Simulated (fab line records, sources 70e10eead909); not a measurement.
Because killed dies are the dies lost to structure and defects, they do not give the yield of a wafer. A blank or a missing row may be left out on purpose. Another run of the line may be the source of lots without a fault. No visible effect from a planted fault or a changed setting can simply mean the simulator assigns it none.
Which tool is to blame? || flow nand harc || Sampling: 6 lots, 18 wafers, 4 of 1159 route steps

## WHAT THE GAUGES READ, wafer by wafer
NHARC_A_M1_INSPECT_27.
{"lot": "L207", "measured": "day 19 02:59", "on": "defect inspect-02", "raw defect count": "512 381 453"}
{"lot": "L212", "measured": "day 19 20:01", "on": "defect inspect-01", "raw defect count": "667 806 638"}
{"lot": "L216", "measured": "day 20 21:05", "on": "defect inspect-01", "raw defect count": "553 646 498"}
{"lot": "L219", "measured": "day 22 08:32", "on": "defect inspect-02", "raw defect count": "430 439 4868"}
{"lot": "L225", "measured": "day 23 06:52", "on": "defect inspect-01", "raw defect count": "563 4920 327"}
{"lot": "L228", "measured": "day 23 14:25", "on": "defect inspect-02", "raw defect count": "547 540 597"}

## TOOL THAT RAN EACH LOT (tool first, then ch and the chambers of the sampled wafers, then the start)
{"lot": "L207", "NHARC_A_M1_DEGAS_29": "pvd sputter-03, day 19 01:25", "NHARC_A_M1_ANNEAL_31": "rtp anneal-01 ch 0, day 19 02:16", "NHARC_A_M1_CMP_23": "cmp-02 ch 1,2, day 19 02:31"}
{"lot": "L212", "NHARC_A_M1_DEGAS_29": "pvd sputter-01, day 19 18:26", "NHARC_A_M1_ANNEAL_31": "rtp anneal-01 ch 0, day 19 19:11", "NHARC_A_M1_CMP_23": "cmp-02 ch 0,1,3, day 19 19:33"}
{"lot": "L216", "NHARC_A_M1_DEGAS_29": "pvd sputter-03, day 20 19:16", "NHARC_A_M1_ANNEAL_31": "rtp anneal-01 ch 0, day 20 20:19", "NHARC_A_M1_CMP_23": "cmp-03 ch 1,2,3, day 20 20:37"}
{"lot": "L219", "NHARC_A_M1_DEGAS_29": "pvd sputter-02, day 22 06:59", "NHARC_A_M1_ANNEAL_31": "rtp anneal-02 ch 0, day 22 07:43", "NHARC_A_M1_CMP_23": "cmp-03 ch 0,1,3, day 22 08:07"}
{"lot": "L225", "NHARC_A_M1_DEGAS_29": "pvd sputter-02, day 23 04:26", "NHARC_A_M1_ANNEAL_31": "rtp anneal-01 ch 0, day 23 06:03", "NHARC_A_M1_CMP_23": "cmp-03 ch 0,2,3, day 23 06:23"}
{"lot": "L228", "NHARC_A_M1_DEGAS_29": "pvd sputter-01, day 23 12:43", "NHARC_A_M1_ANNEAL_31": "rtp anneal-02 ch 0, day 23 13:35", "NHARC_A_M1_CMP_23": "cmp-01 ch 0,1,3, day 23 13:56"}
- NHARC_A_M1_DEGAS_29: time 60 s.
- NHARC_A_M1_ANNEAL_31: time 90 s.
- NHARC_A_M1_CMP_23: polishes, t overpolish 20 s, target thk 154.34 nm.

## THE ANSWER, worked out from the rows above alone
Rule: usual is defined by the lots themselves. Put in order of their means at a reading, lots are off if they are a third of the lots or fewer, leave a main group of 4 or more, and stand apart from it by a gap of 3 or more times the standard deviation of the main group's means; of several such gaps the widest counts. Not used: any main group whose means are identical at the precision the tables above print for the reading. Also off: a lot with no number at a reading for which 4 or more lots have one. Where the step has rows for the other lots, those lots are counted as sound.
Off: L219, L225, at NHARC_A_M1_INSPECT_27 (raw defect count). The main group: mean 570, standard deviation 90.
A tool fits if, at a process step before that reading, it ran every lot that is off, and no sound lot after the first of them. Gauges at NHARC_A_M1_INSPECT_27: tried the same way as those tools. 2 tools fit, pvd sputter-02 at NHARC_A_M1_DEGAS_29 and cmp-03 at NHARC_A_M1_CMP_23, so this cannot tell which one it is.

## WHAT THE SIMULATOR PUT IN
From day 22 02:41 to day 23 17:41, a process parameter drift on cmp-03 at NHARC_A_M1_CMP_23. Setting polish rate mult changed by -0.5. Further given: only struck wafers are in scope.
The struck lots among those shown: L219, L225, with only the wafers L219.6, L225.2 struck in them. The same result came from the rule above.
